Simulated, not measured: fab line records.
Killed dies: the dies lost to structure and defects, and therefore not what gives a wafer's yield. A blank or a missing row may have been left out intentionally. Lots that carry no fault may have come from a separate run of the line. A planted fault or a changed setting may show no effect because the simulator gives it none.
fab line records | flow n5_finfet
record: lots: 7 wafers: 39
route steps=1938 shown WELL_APT@26 FIN_SAQP@102 HKMG_FIN@448 GATE_CUT@510 BEOL_M0@736 BEOL_M2@920 BEOL_M3@972 BEOL_M4@1111
start_h: start of the lot's first displayed wafer, in hours after the record's first day | wait_h: hours since the lot's step before | " same as the row above | L1.1+2: several wafers, shown together as one row | - no value present, or no start provided | * or withheld: withheld | < > ~ a bound
route shown NAME@n: NAME is a module with steps in the file, n the number in the route of the first one | usual: mean and standard deviation over wafers with no fault | same: alike in all rows | chamber/n: place in a boat | sites: the reading at each site | _std_site: standard deviation across them | _edge_site: mean of outer sites minus mean of inner sites | radius_mm: for every site, how far away it sits from the centre of the wafer | mask NAME#n: copy n | behind: the last tool/chamber to shape the wafer | hold: reason for holding the lot/hours on hold/outcome of the hold | device: transistor that didn't switch, given as n, p or np | end of line: the tests these same wafers got at the end of their route | where a step has no rows: the recipe by itself | killed: the dies lost at the first sort to structure and to defects; this is not the yield of the wafer | map: per-die view of a wafer (x killed, . not killed, _ where there is no die)
set.NAME: setting as actually run; set.NAME@STEP: the setting as run at that earlier step | model.NAME: the simulator's own value behind a step, which no gauge read
lots whose settings were changed on purpose; a table a step, a row a wafer
== steps ==
step: N5_WELL_APT_DEVELOP_07
recipe: develop_time_s: 45 rinse_liquid: surfactant_rinse dry: air_spin dev_temp_c: 21
step: N5_FIN_SAQP_HM_DEP_72
recipe: material: SiO2 target_thk_a: 120 temp_c: 400 precursor: SiH4/N2O pressure_torr: 0.75 rf_w: 275 time_s: 7.2
step: N5_HKMG_FIN_NWFM_ALD_20
recipe: material: TiAlC target_thk_a: 20 temp_c: 300 ald_precursor_family: TiCl4 ald_co_reactant: TEA pulse_time_s: 3 purge_time_s: 2 co_reactant_purge_time_s: 2 co_reactant_pulse_time_s: 10 ald_cycles: 7 pressure_torr: 3
step: N5_GATE_CUT_ALD_22
recipe: material: SiNx target_thk_a: 160 temp_c: 400 ald_precursor_family: SiH2I2 ald_co_reactant: N2/H2-plasma pulse_time_s: 1 ald_cycles: 320 purge_time_s: 2 co_reactant_purge_time_s: 2 pressure_torr: 2
step: N5_BEOL_M0_SPUTTER_132
recipe: material: Cu target_thk_a: 40 temp_c: -20 chamber_pressure_pa: 0.07 power_w: withheld time_s: 7.37
step: N5_BEOL_M2_SPUTTER_96
recipe: material: Cu target_thk_a: 45 temp_c: -20 chamber_pressure_pa: 0.07 power_w: withheld time_s: 8.29
step: N5_BEOL_M3_ALD_98
recipe: material: SiO2 target_thk_a: 25 temp_c: 100 ald_precursor_family: BDEAS ald_co_reactant: O2-plasma pulse_time_s: 1 co_reactant_pulse_time_s: 1 purge_time_s: 2 co_reactant_purge_time_s: 2 ald_cycles: 17 pressure_torr: 2
step: N5_BEOL_M4_RC_MEAS_101
usual: IOFF_N_LONG: 5.56e-05/2.1e-06
columns lot.wafer tool chamber start_h wait_h set.develop_time_s@WELL_APT_DEVELOP_07 set.time_s@FIN_SAQP_HM_DEP_72 set.co_reactant_pulse_time_s@HKMG_FIN_NWFM_ALD_20 set.ald_cycles@GATE_CUT_ALD_22 set.target_thk_a@BEOL_M0_SPUTTER_132 set.time_s@BEOL_M2_SPUTTER_96 set.ald_cycles@BEOL_M3_ALD_98 IOFF_N_LONG[nA/um]
L074.3 prober-01 0 174.78 0.6 45 7.2 10 320 40 8.29 17 5.81e-05
L074.5 " 0 " " 45 7.2 10 320 40 8.29 17 5.75e-05
L074.6 " 0 " " 45 7.2 10 320 40 8.29 17 5.75e-05
L077.1 prober-02 0 196.97 0.0 45 9.508 8.389 195 40 8.29 17 4.91e-05
L077.2 " 0 " " 45 7.2 10 195 40 8.29 17 5.04e-05
L077.3 " 0 " " 54.23 7.2 8.389 320 49.8 8.29 17 4.84e-05
L077.4 " 0 " " 54.23 7.2 8.389 195 49.8 8.29 17 4.58e-05
L077.5 " 0 " " 45 9.508 10 320 40 8.29 17 5.04e-05
L077.6 " 0 " " 54.23 9.508 10 320 49.8 8.29 17 5.43e-05
L078.1 prober-01 0 201.71 0.0 61.66 7.2 10 320 40 8.29 17 5.59e-05
L078.2 " 0 " " 45 7.2 8.46 320 40 11.4 17 5.13e-05
L078.3 " 0 " " 45 9.092 10 320 40 11.4 17 5.65e-05
L078.4 " 0 " " 45 7.2 10 320 40 8.29 17 5.6e-05
L078.5 " 0 " " 61.66 9.092 8.46 320 40 11.4 17 5.25e-05
L078.6 " 0 " " 61.66 9.092 8.46 320 40 8.29 17 5.21e-05
L081.1 prober-01 0 215.69 0.0 33.36 11.02 10 320 26.05 6.746 17 5.43e-05
L081.2 " 0 " " 45 7.2 5.197 320 40 6.746 17 3.4e-05
L081.3 " 0 " " 33.36 7.2 10 320 40 8.29 17 5.42e-05
L081.4 " 0 " " 33.36 7.2 5.197 403 26.05 6.746 17 3.39e-05
L081.5 " 0 " " 45 11.02 5.197 403 40 8.29 17 3.45e-05
L081.6 " 0 " " 45 11.02 10 403 26.05 8.29 17 5.37e-05
L086.1 prober-01 0 253.81 0.0 22.58 7.2 10 159 40 6.515 10 5.81e-05
L086.2 " 0 " " 45 5.15 13.27 159 40 6.515 17 5.64e-05
L086.3 " 0 " " 45 7.2 10 320 40 8.29 17 5.3e-05
L086.4 " 0 " " 45 7.2 13.27 320 40 8.29 17 6.27e-05
L086.5 " 0 " " 22.58 5.15 10 320 40 6.515 10 5.24e-05
L086.6 " 0 " " 22.58 5.15 13.27 159 40 8.29 10 6.33e-05
L087.1 prober-01 0 259.65 0.0 68.86 7.2 10 320 49.55 8.29 14 5.44e-05
L087.2 " 0 " " 45 7.2 10 320 49.55 12.71 17 5.62e-05
L087.3 " 0 " " 68.86 7.2 10 461 40 8.29 14 5.63e-05
L087.4 " 0 " " 45 7.2 10 320 40 12.71 14 5.62e-05
L087.5 " 0 " " 68.86 7.2 10 461 40 12.71 17 5.45e-05
L087.6 " 0 " " 45 7.2 10 461 49.55 8.29 17 5.44e-05
L093.1 prober-01 0 293.58 0.0 45 7.2 10 320 40 5.604 17 5.6e-05
L093.2 " 0 " " 45 10.19 15.29 453 40 8.29 17 6.2e-05
L093.3 " 0 " " 45 10.19 15.29 453 31.52 5.604 21 6.28e-05
L093.4 " 0 " " 64.11 7.2 15.29 320 31.52 8.29 21 6.25e-05
L093.5 " 0 " " 64.11 7.2 10 453 40 5.604 21 5.61e-05
L093.6 " 0 " " 64.11 10.19 10 320 31.52 8.29 17 5.62e-05
== key ==
split: step: N5_WELL_APT_DEVELOP_07 setting: develop_time_s stated_as: 45
response none clear
split: step: N5_FIN_SAQP_HM_DEP_72 setting: time_s stated_as: 7.2
response none clear
split: step: N5_HKMG_FIN_NWFM_ALD_20 setting: co_reactant_pulse_time_s stated_as: 10
response: step: N5_BEOL_M4_RC_MEAS_101 reading: IOFF_N_LONG slope: +2.44e-07 per: 1% together_with: all explained: 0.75
split: step: N5_GATE_CUT_ALD_22 setting: ald_cycles stated_as: 320
response none clear
split: step: N5_BEOL_M0_SPUTTER_132 setting: target_thk_a stated_as: 40
response none clear
split: step: N5_BEOL_M2_SPUTTER_96 setting: time_s stated_as: 8.29
response none clear
split: step: N5_BEOL_M3_ALD_98 setting: ald_cycles stated_as: 17
response none clear
